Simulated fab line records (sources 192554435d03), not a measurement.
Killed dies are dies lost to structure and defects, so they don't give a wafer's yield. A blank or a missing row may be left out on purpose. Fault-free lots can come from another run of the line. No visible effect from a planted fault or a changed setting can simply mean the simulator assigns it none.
fab line records	flow n5Finfet	part 1 of 2: steps 1 to 26 of 32
[record] lots = 5	wafers = 15	lastDay = 18
route steps=1938 shown PMOS_HMC_CHANNEL_EPI@89 FIN_SAQP@90
lots with no fault: from the same line, run without faults
startH: the number of hours between the record's first day and the start of the first shown wafer of the lot	waitH: how many hours have passed since the lot's step before this one	" as in the row above	L1.1+2: several wafers, shown together as one row	- no value present, or no start provided	* or withheld: withheld	< > ~ a bound
route shown NAME@n: NAME is a module with steps in the file, n the number in the route of the first one	usual: average and standard deviation across the fault-free wafers	same: alike in all rows	chamber/n: place in a boat	sites: readings site by site	_std_site: standard deviation of those values	_edge_site: mean of outer sites minus mean of inner sites	radiusMm: how far each site lies from the wafer's centre	mask NAME#n: copy n	behind: tool/chamber where the wafer was last shaped	hold: cause of the lot's hold/its duration in hours/its outcome	device: the transistor (n, p or np) that didn't switch	end of line: tests run on the same wafers once the route is complete	for a step that has no rows: nothing shown but its recipe	killed: dies that structure and defects cost at the first sort, which is not the same as the wafer's yield	map: the dies of a wafer, with x for killed, . for not killed, _ for no die there
set.NAME: the run value of the setting; set.NAME@STEP: its run value at that earlier step	model.NAME: the simulator's own value behind a step, which no gauge read
lots seen at some steps along the route; tables by step, rows by wafer
services: the hour from which a tool's chamber was out of use, counted from the record's first day as startH (under 0 if before that day), plus the number of hours and why
[[steps]]
[step N5_PMOS_HMC_CHANNEL_EPI_INSPECT_30]
[recipe] inspectInstrument = darkfield	mode = postEpi
[usual] rawDefectCount = 18/6.8
lot.wafer	tool	chamber	startH	waitH	rawDefectCount
L084.1	defectInspect-01	-	79.81	0.0	23
L084.2	"	-	"	"	15
L084.5	"	-	"	"	4
L087.2	defectInspect-02	-	98.39	0.0	25
L087.3	"	-	"	"	22
L087.4	"	-	"	"	10
L092.2	defectInspect-02	-	128.26	0.0	15
L092.3	"	-	"	"	19
L092.5	"	-	"	"	21
L095.2	defectInspect-02	-	146.34	0.0	10
L095.3	"	-	"	"	19
L095.4	"	-	"	"	22
L096.3	defectInspect-02	-	153.04	0.0	36
L096.5	"	-	"	"	22
L096.6	"	-	"	"	28
[step N5_FIN_SAQP_PRECLEAN_42]
[recipe] chemistry = O3/DIW	timeS = 60	tempC = 22	o3Ppm = 10
[same] timeS = 60
lot.wafer	tool	chamber	startH	waitH
L084.1+2+5	wetBench-01	7,3,2	79.83	0.0
L087.2+3+4	wetBench-04	7,3,4	98.42	0.0
L092.2+3+5	wetBench-01	1,0,2	128.29	0.0
L095.2+3+4	wetBench-04	0,4,7	146.37	0.0
L096.3+5+6	wetBench-01	4,3,2	153.06	0.0
[step N5_FIN_SAQP_PRECLEAN_00]
[recipe] chemistry = SC1	timeS = 60	tempC = 55	mix = 1:2:50
[same] timeS = 60
lot.wafer	tool	chamber	startH	waitH
L084.1+2+5	wetBench-01	7,3,2	79.85	0.0
L087.2+3+4	wetBench-04	7,3,4	98.43	0.0
L092.2+3+5	wetBench-01	1,0,2	128.31	0.0
L095.2+3+4	wetBench-04	0,4,7	146.39	0.0
L096.3+5+6	wetBench-01	4,3,2	153.08	0.0
[step N5_FIN_SAQP_PRECLEAN_44]
[recipe] chemistry = SC2	timeS = 45	tempC = 35	mix = 1:1:50
[same] timeS = 45
lot.wafer	tool	chamber	startH	waitH
L084.1+2+5	wetBench-01	7,3,2	79.87	0.0
L087.2+3+4	wetBench-04	7,3,4	98.45	0.0
L092.2+3+5	wetBench-01	1,0,2	128.32	0.0
L095.2+3+4	wetBench-04	0,4,7	146.40	0.0
L096.3+5+6	wetBench-01	4,3,2	153.10	0.0
[step N5_FIN_SAQP_SRD_01]
[recipe] dry = ipaMarangoni	timeS = 30	tempC = 23	rinseLiquid = diw
[same] timeS = 30
lot.wafer	tool	chamber	startH	waitH
L084.1+2+5	wetBench-01	7,3,2	79.88	0.0
L087.2+3+4	wetBench-04	7,3,4	98.46	0.0
L092.2+3+5	wetBench-01	1,0,2	128.34	0.0
L095.2+3+4	wetBench-04	0,4,7	146.42	0.0
L096.3+5+6	wetBench-01	4,3,2	153.11	0.0
[step N5_FIN_SAQP_ALD_61]
[recipe] material = SiO2	targetThkA = 40	tempC = 300	aldPrecursorFamily = BDEAS	aldCoReactant = O2-plasma	pulseTimeS = 1	purgeTimeS = 2	coReactantPurgeTimeS = 2	aldCycles = 43	pressureTorr = 2
[usual] heaterPowerW = 483/40	precursorPulseHeightRel = 0.999/0.019
[same] purgeTimeS = 2
lot.wafer	tool	chamber	startH	waitH	heaterPowerW	precursorPulseHeightRel
L084.1	aldSin-04	1	80.56	0.7	455	1.011
L084.2	"	0	"	"	469	1.016
L084.5	"	2	"	"	424	1.000
L087.2	aldSin-03	2	98.51	0.0	563	1.018
L087.3	"	1	"	"	486	0.998
L087.4	"	0	"	"	447	0.997
L092.2	aldSin-03	1	128.38	0.0	483	0.997
L092.3	"	0	"	"	465	0.999
L092.5	"	3	"	"	484	1.024
L095.2	aldSin-02	2	146.46	0.0	453	0.996
L095.3	"	3	"	"	470	0.977
L095.4	"	1	"	"	432	0.980
L096.3	aldSin-04	1	153.22	0.1	478	1.020
L096.5	"	0	"	"	474	0.983
L096.6	"	1	"	"	464	1.008
[step N5_FIN_SAQP_DENSIFY_62]
[recipe] tempC = 700	timeS = 60	ambient = N2	idleTempC = 600	rampUpCPerS = 150	rampDownCPerS = 60	coolToC = 600
[usual] lampPowerPct = 9.84/0.055	lamp_zone_6_pct = 9.770/0.013	wafer_temp_C_max = 703.3/0.61
[same] timeS = 60
lot.wafer	tool	chamber	startH	waitH	lampPowerPct	lamp_zone_6_pct	wafer_temp_C_max
L084.1	rtpAnneal-02	0	80.93	0.3	9.80	9.776	703.4
L084.2	"	0	"	"	9.79	9.766	702.8
L084.5	"	0	"	"	9.80	9.759	703.0
L087.2	rtpAnneal-02	0	98.98	0.4	9.82	9.755	704.1
L087.3	"	0	"	"	9.84	9.772	703.9
L087.4	"	0	"	"	9.82	9.740	703.7
L092.2	rtpAnneal-01	0	128.69	0.2	9.89	9.761	703.2
L092.3	"	0	"	"	9.93	9.767	703.9
L092.5	"	0	"	"	9.90	9.771	702.8
L095.2	rtpAnneal-01	0	146.70	0.1	9.82	9.776	705.0
L095.3	"	0	"	"	9.91	9.780	703.0
L095.4	"	0	"	"	9.72	9.759	703.8
L096.3	rtpAnneal-02	0	153.48	0.2	9.71	9.776	703.1
L096.5	"	0	"	"	9.86	9.754	702.4
L096.6	"	0	"	"	9.89	9.781	702.8
[step N5_FIN_SAQP_HM_DEP_03]
[recipe] material = SiNx	targetThkA = 380	tempC = 400	precursor = SiH4/NH3/N2	pressureTorr = 1.5	rfW = 300	timeS = 33.6
[usual] heaterPowerW = 780/77	showerheadPlenumPTorr = 5.12/0.061	throttleValvePct = 40.7/1.5
[same] timeS = 33.6
lot.wafer	tool	chamber	startH	waitH	heaterPowerW	showerheadPlenumPTorr	throttleValvePct
L084.1	pecvd-01	2	81.14	0.2	768	5.14	39.7
L084.2	"	0	"	"	753	5.04	42.4
L084.5	"	0	"	"	766	5.04	42.6
L087.2	pecvd-01	0	99.16	0.2	836	5.05	42.7
L087.3	"	1	"	"	752	5.11	42.8
L087.4	"	0	"	"	809	5.06	42.6
L092.2	pecvd-01	1	128.88	0.2	764	5.10	42.7
L092.3	"	2	"	"	788	5.14	40.3
L092.5	"	0	"	"	824	5.03	42.8
L095.2	pecvd-03	2	146.88	0.2	745	5.06	40.2
L095.3	"	0	"	"	761	5.12	39.0
L095.4	"	0	"	"	787	5.13	39.4
L096.3	pecvd-03	0	153.63	0.1	707	5.15	39.1
L096.5	"	0	"	"	705	5.14	39.5
L096.6	"	2	"	"	670	5.06	40.4
[step N5_FIN_SAQP_THK_MEAS_05]
[usual] thkNm = 37.9/0.62
lot.wafer	tool	chamber	startH	waitH	thkNm
L084.1	filmMetro-02	-	81.23	0.1	37.5
L084.2	"	-	"	"	38.3
L084.5	"	-	"	"	38.6
L087.2	filmMetro-01	-	99.25	0.1	38.0
L087.3	"	-	"	"	36.7
L087.4	"	-	"	"	38.6
L092.2	filmMetro-01	-	128.96	0.1	37.2
L092.3	"	-	"	"	37.6
L092.5	"	-	"	"	38.4
L095.2	filmMetro-02	-	146.97	0.1	37.5
L095.3	"	-	"	"	38.8
L095.4	"	-	"	"	39.0
L096.3	filmMetro-01	-	153.72	0.1	39.2
L096.5	"	-	"	"	39.6
L096.6	"	-	"	"	38.5
[step N5_FIN_SAQP_PECVD_47]
[recipe] material = a-Si	targetThkA = 450	tempC = 400	precursor = SiH4/He	pressureTorr = 3	rfW = 100	timeS = 36.3
[usual] heaterPowerW = 853/82	showerheadPlenumPTorr = 5.66/0.049	throttleValvePct = 18.3/0.58
[same] timeS = 36.3
lot.wafer	tool	chamber	startH	waitH	heaterPowerW	showerheadPlenumPTorr	throttleValvePct
L084.1	pecvd-02	2	81.27	0.0	925	5.64	17.5
L084.2	"	0	"	"	810	5.79	18.2
L084.5	"	0	"	"	816	5.78	18.2
L087.2	pecvd-02	1	99.29	0.0	977	5.64	18.9
L087.3	"	0	"	"	901	5.76	18.0
L087.4	"	0	"	"	863	5.75	18.2
L092.2	pecvd-03	1	129.00	0.0	935	5.70	18.6
L092.3	"	2	"	"	831	5.60	18.5
L092.5	"	2	"	"	838	5.60	18.5
L095.2	pecvd-02	1	147.00	0.0	912	5.65	18.9
L095.3	"	2	"	"	1018	5.62	17.5
L095.4	"	1	"	"	896	5.65	18.8
L096.3	pecvd-02	2	153.76	0.0	1050	5.64	17.5
L096.5	"	2	"	"	1025	5.64	17.7
L096.6	"	0	"	"	896	5.77	18.3
[step N5_FIN_SAQP_PECVD_48]
[recipe] material = SiNx	targetThkA = 250	tempC = 400	precursor = SiH4/NH3/N2	pressureTorr = 1.5	rfW = 300	timeS = 22.1
[usual] heaterPowerW = 797/71	showerheadPlenumPTorr = 5.14/0.065	throttleValvePct = 40.3/1.3
[same] timeS = 22.1
lot.wafer	tool	chamber	startH	waitH	heaterPowerW	showerheadPlenumPTorr	throttleValvePct
L084.1	pecvd-02	2	81.31	0.0	912	5.11	38.4
L084.2	"	0	"	"	750	5.28	40.0
L084.5	"	0	"	"	786	5.27	39.9
L087.2	pecvd-02	1	99.33	0.0	859	5.13	41.7
L087.3	"	0	"	"	828	5.27	40.2
L087.4	"	0	"	"	821	5.28	40.1
L092.2	pecvd-03	1	129.04	0.0	917	5.18	40.4
L092.3	"	2	"	"	729	5.05	40.5
L092.5	"	2	"	"	722	5.05	40.4
L095.2	pecvd-02	1	147.05	0.0	836	5.12	41.7
L095.3	"	2	"	"	948	5.10	38.6
L095.4	"	1	"	"	840	5.11	41.9
L096.3	pecvd-02	2	153.80	0.0	879	5.11	38.8
L096.5	"	2	"	"	921	5.10	38.5
L096.6	"	0	"	"	821	5.27	40.1
[step N5_FIN_SAQP_PECVD_06]
[recipe] material = a-Si	targetThkA = 600	tempC = 400	precursor = SiH4/He	pressureTorr = 3	rfW = 100	timeS = 48.1
[usual] heaterPowerW = 853/75	showerheadPlenumPTorr = 5.66/0.049	throttleValvePct = 18.3/0.61
[same] timeS = 48.1
lot.wafer	tool	chamber	startH	waitH	heaterPowerW	showerheadPlenumPTorr	throttleValvePct
L084.1	pecvd-02	2	81.35	0.0	947	5.63	17.5
L084.2	"	0	"	"	920	5.76	18.2
L084.5	"	0	"	"	908	5.77	18.1
L087.2	pecvd-02	1	99.37	0.0	850	5.66	19.2
L087.3	"	0	"	"	805	5.77	18.1
L087.4	"	0	"	"	817	5.78	18.1
L092.2	pecvd-03	1	129.08	0.0	827	5.71	18.6
L092.3	"	2	"	"	707	5.59	18.3
L092.5	"	2	"	"	739	5.61	18.3
L095.2	pecvd-02	1	147.09	0.0	898	5.66	19.0
L095.3	"	2	"	"	967	5.64	17.4
L095.4	"	1	"	"	925	5.64	19.1
L096.3	pecvd-02	2	153.84	0.0	969	5.64	17.4
L096.5	"	2	"	"	959	5.65	17.8
L096.6	"	0	"	"	898	5.77	18.3
[step N5_FIN_SAQP_THK_MEAS_07]
[usual] thkNm = 59.7/0.89
lot.wafer	tool	chamber	startH	waitH	thkNm
L084.1	filmMetro-02	-	81.44	0.1	58.6
L084.2	"	-	"	"	60.6
L084.5	"	-	"	"	61.3
L087.2	filmMetro-02	-	99.46	0.1	58.4
L087.3	"	-	"	"	59.9
L087.4	"	-	"	"	60.5
L092.2	filmMetro-02	-	129.17	0.1	59.6
L092.3	"	-	"	"	59.4
L092.5	"	-	"	"	60.3
L095.2	filmMetro-02	-	147.18	0.1	58.9
L095.3	"	-	"	"	59.1
L095.4	"	-	"	"	59.9
L096.3	filmMetro-01	-	153.93	0.1	58.9
L096.5	"	-	"	"	60.3
L096.6	"	-	"	"	61.5
[step N5_FIN_SAQP_HM_DEP_72]
[recipe] material = SiO2	targetThkA = 120	tempC = 400	precursor = SiH4/N2O	pressureTorr = 0.75	rfW = 275	timeS = 7.2
[usual] heaterPowerW = 790/79	showerheadPlenumPTorr = 8.12/0.12
[same] timeS = 7.2
lot.wafer	tool	chamber	startH	waitH	heaterPowerW	showerheadPlenumPTorr
L084.1	pecvd-03	2	81.48	0.0	755	7.97
L084.2	"	0	"	"	790	8.15
L084.5	"	2	"	"	743	7.98
L087.2	pecvd-02	0	99.50	0.0	844	8.40
L087.3	"	2	"	"	946	8.07
L087.4	"	0	"	"	844	8.44
L092.2	pecvd-01	2	129.21	0.0	659	8.18
L092.3	"	0	"	"	833	7.94
L092.5	"	0	"	"	812	7.97
L095.2	pecvd-03	2	147.21	0.0	730	8.00
L095.3	"	0	"	"	771	8.13
L095.4	"	1	"	"	888	8.22
L096.3	pecvd-03	0	153.97	0.0	659	8.11
L096.5	"	0	"	"	650	8.14
L096.6	"	1	"	"	824	8.21
[step N5_FIN_SAQP_COAT_49]
[recipe] resist = SOC	tempC = 250	timeS = 60	spinRpm = 1500	resistThkNm = 100
[same] timeS = 60
lot.wafer	tool	chamber	startH	waitH
L084.1+2+5	lithoTrack-02	0	81.55	0.1
L087.2+3+4	lithoTrack-01	0	99.57	0.1
L092.2+3+5	lithoTrack-05	0	129.28	0.1
L095.2+3+4	lithoTrack-02	0	147.29	0.1
L096.3+5+6	lithoTrack-01	0	154.04	0.1
[step N5_FIN_SAQP_COAT_50]
[recipe] resist = SiARC	tempC = 220	timeS = 60	spinRpm = 1500	resistThkNm = 35
[same] timeS = 60
lot.wafer	tool	chamber	startH	waitH
L084.1+2+5	lithoTrack-02	0	-	-
L087.2+3+4	lithoTrack-01	0	-	-
L092.2+3+5	lithoTrack-05	0	-	-
L095.2+3+4	lithoTrack-02	0	-	-
L096.3+5+6	lithoTrack-01	0	-	-
[step N5_FIN_SAQP_COAT_10]
[recipe] resist = CAR-ArF	spinRpm = 1500	resistThkNm = 90
lot.wafer	tool	chamber	startH	waitH
L084.1+2+5	lithoTrack-02	0	-	-
L087.2+3+4	lithoTrack-01	0	-	-
L092.2+3+5	lithoTrack-05	0	-	-
L095.2+3+4	lithoTrack-02	0	-	-
L096.3+5+6	lithoTrack-01	0	-	-
[step N5_FIN_SAQP_EBR_12]
[recipe] solvent = PGMEA	ebrWidthMm = 1.5
[same] ebrWidthMm = 1.5
lot.wafer	tool	chamber	startH	waitH
L084.1+2+5	lithoTrack-02	0	-	-
L087.2+3+4	lithoTrack-01	0	-	-
L092.2+3+5	lithoTrack-05	0	-	-
L095.2+3+4	lithoTrack-02	0	-	-
L096.3+5+6	lithoTrack-01	0	-	-
[step N5_FIN_SAQP_SOFTBAKE_11]
[recipe] tempC = 110	timeS = 60	resist = CAR-ArF
[same] timeS = 60
lot.wafer	tool	chamber	startH	waitH
L084.1+2+5	lithoTrack-02	0	-	-
L087.2+3+4	lithoTrack-01	0	-	-
L092.2+3+5	lithoTrack-05	0	-	-
L095.2+3+4	lithoTrack-02	0	-	-
L096.3+5+6	lithoTrack-01	0	-	-
[step N5_FIN_SAQP_EXPOSE_13]
[recipe] maskId = FIN_CORE	na = 1.35	sourceShape = dipole	sigmaInner = 0.538	sigmaOuter = 0.738	polarization = te	targetCdNm = 35.6	doseMj = 63.25
[usual] exposureDoseMJCm2 = 63.22/0.061
[same] na = 1.35
lot.wafer	tool	chamber	startH	waitH	mask	exposureDoseMJCm2
L084.1	arfiScanner-01	0	81.79	-	FIN_CORE#0	63.22
L084.2	"	0	"	"	FIN_CORE#0	63.20
L084.5	"	0	"	"	FIN_CORE#0	63.18
L087.2	arfiScanner-03	0	99.82	-	FIN_CORE#0	63.20
L087.3	"	0	"	"	FIN_CORE#0	63.26
L087.4	"	0	"	"	FIN_CORE#0	63.18
L092.2	arfiScanner-01	0	129.41	-	FIN_CORE#0	63.14
L092.3	"	0	"	"	FIN_CORE#0	63.20
L092.5	"	0	"	"	FIN_CORE#0	63.20
L095.2	arfiScanner-02	0	147.54	-	FIN_CORE#0	63.18
L095.3	"	0	"	"	FIN_CORE#0	63.29
L095.4	"	0	"	"	FIN_CORE#0	63.16
L096.3	arfiScanner-03	0	154.30	-	FIN_CORE#0	63.18
L096.5	"	0	"	"	FIN_CORE#0	63.17
L096.6	"	0	"	"	FIN_CORE#0	63.13
[step N5_FIN_SAQP_PEB_14]
[recipe] pebTempC = withheld	pebTimeS = 60	resist = CAR-ArF
lot.wafer	tool	chamber	startH	waitH
L084.1+2+5	lithoTrack-02	0	81.86	0.1
L087.2+3+4	lithoTrack-01	0	99.88	0.0
L092.2+3+5	lithoTrack-01	0	129.46	0.0
L095.2+3+4	lithoTrack-02	0	147.59	0.0
L096.3+5+6	lithoTrack-01	0	154.35	0.0
[step N5_FIN_SAQP_DEVELOP_15]
[recipe] developTimeS = 30	developer = TMAH	resist = CAR-ArF	devTempC = 23	rinseLiquid = diw	dry = airSpin
lot.wafer	tool	chamber	startH	waitH
L084.1+2+5	lithoTrack-02	0	-	-
L087.2+3+4	lithoTrack-01	0	-	-
L092.2+3+5	lithoTrack-01	0	-	-
L095.2+3+4	lithoTrack-02	0	-	-
L096.3+5+6	lithoTrack-01	0	-	-
[step N5_FIN_SAQP_CD_MEAS_16]
[recipe] targetCdNm = 35.6	landingEnergyEv = 500	detector = seInlens
[usual] cdNm = 35.8/0.38
lot.wafer	tool	chamber	startH	waitH	cdNm
L084.1	cdSem-03	0	81.92	-	36.1
L084.2	"	0	"	"	35.5
L084.5	"	0	"	"	35.9
L087.2	cdSem-03	0	99.95	-	35.9
L087.3	"	0	"	"	36.4
L087.4	"	0	"	"	35.5
L092.2	cdSem-03	0	129.53	-	35.8
L092.3	"	0	"	"	35.5
L092.5	"	0	"	"	35.5
L095.2	cdSem-01	0	147.66	-	35.4
L095.3	"	0	"	"	36.0
L095.4	"	0	"	"	36.2
L096.3	cdSem-02	0	154.42	-	35.3
L096.5	"	0	"	"	35.9
L096.6	"	0	"	"	35.3
[step N5_FIN_SAQP_OVL_MEAS_17]
[recipe] pointsPerWafer = 44
[usual] FIN_CORE_OVL = 0.3/0.83
lot.wafer	tool	chamber	startH	waitH	FIN_CORE_OVL[nm]
L084.1	overlay-02	0	81.96	0.0	2.5
L084.2	"	0	"	"	1.7
L084.5	"	0	"	"	0.0
L087.2	overlay-02	0	99.98	0.0	0.9
L087.3	"	0	"	"	-0.3
L087.4	"	0	"	"	0.3
L092.2	overlay-01	0	129.57	0.0	0.8
L092.3	"	0	"	"	-0.3
L092.5	"	0	"	"	-0.1
L095.2	overlay-01	0	147.70	0.0	0.0
L095.3	"	0	"	"	1.1
L095.4	"	0	"	"	0.5
L096.3	overlay-01	0	154.45	0.0	0.2
L096.5	"	0	"	"	0.3
L096.6	"	0	"	"	-0.2
[step N5_FIN_SAQP_INSPECT_18]
[recipe] mode = adi	inspectInstrument = brightfield
[usual] rawDefectCount = 413/100
lot.wafer	tool	chamber	startH	waitH	rawDefectCount
L084.1	defectInspect-02	-	81.99	0.0	200
L084.2	"	-	"	"	447
L084.5	"	-	"	"	257
L087.2	defectInspect-02	-	100.01	0.0	308
L087.3	"	-	"	"	310
L087.4	"	-	"	"	502
L092.2	defectInspect-01	-	129.59	0.0	290
L092.3	"	-	"	"	447
L092.5	"	-	"	"	316
L095.2	defectInspect-01	-	147.72	0.0	380
L095.3	"	-	"	"	369
L095.4	"	-	"	"	505
L096.3	defectInspect-02	-	154.48	0.0	446
L096.5	"	-	"	"	329
L096.6	"	-	"	"	403
[step N5_FIN_SAQP_DESCUM_21]
[recipe] chemistry = O2	timeS = 7.9	sourcePowerW = 50	biasPowerW = 20	pressureMtorr = 20	rfFrequencyHz = 2.712e+07	tempC = 40	resist = CAR-ArF	o2FlowSccm = 225
[usual] drypumpMotorCurrentA = 5.6/0.49	oesProductAu = 0.73/0.051	rfVppV = 243.1/1.4	showerheadPlenumPTorr = 2.10/0.077	throttleValvePct = 20.44/0.22
[same] timeS = 7.9
lot.wafer	tool	chamber	startH	waitH	drypumpMotorCurrentA	oesProductAu	rfHoursCounterH	rfVppV	showerheadPlenumPTorr	throttleValvePct
L084.1	rieDiel-05	0	82.31	0.3	5.2	0.71	153	243.5	2.07	19.97
L084.2	"	3	"	"	4.8	0.73	158	244.0	2.18	20.34
L084.5	"	1	"	"	5.4	0.73	-	244.6	2.10	20.61
L087.2	rieDiel-01	0	100.04	0.0	6.0	0.71	179	244.8	2.21	20.66
L087.3	"	1	"	"	5.9	0.75	148	244.4	2.18	20.52
L087.4	"	1	"	"	5.9	0.74	-	244.1	2.18	20.50
L092.2	rieDiel-01	0	129.63	0.0	6.0	0.70	190	244.4	2.20	20.66
L092.3	"	3	"	"	5.7	0.66	251	243.8	2.08	20.60
L092.5	"	0	"	"	6.0	0.71	-	243.7	2.20	20.65
L095.2	rieDiel-05	3	147.76	0.0	4.8	0.72	181	244.9	2.17	20.40
L095.3	"	2	"	"	6.2	0.72	187	240.9	1.99	20.68
L095.4	"	1	"	"	5.4	0.72	173	243.8	2.09	20.64
L096.3	rieDiel-01	0	154.51	0.0	6.0	0.69	201	245.1	2.20	20.68
L096.5	"	1	"	"	5.9	0.72	-	244.5	2.18	20.54
L096.6	"	0	"	"	6.0	0.69	-	245.3	2.20	20.68
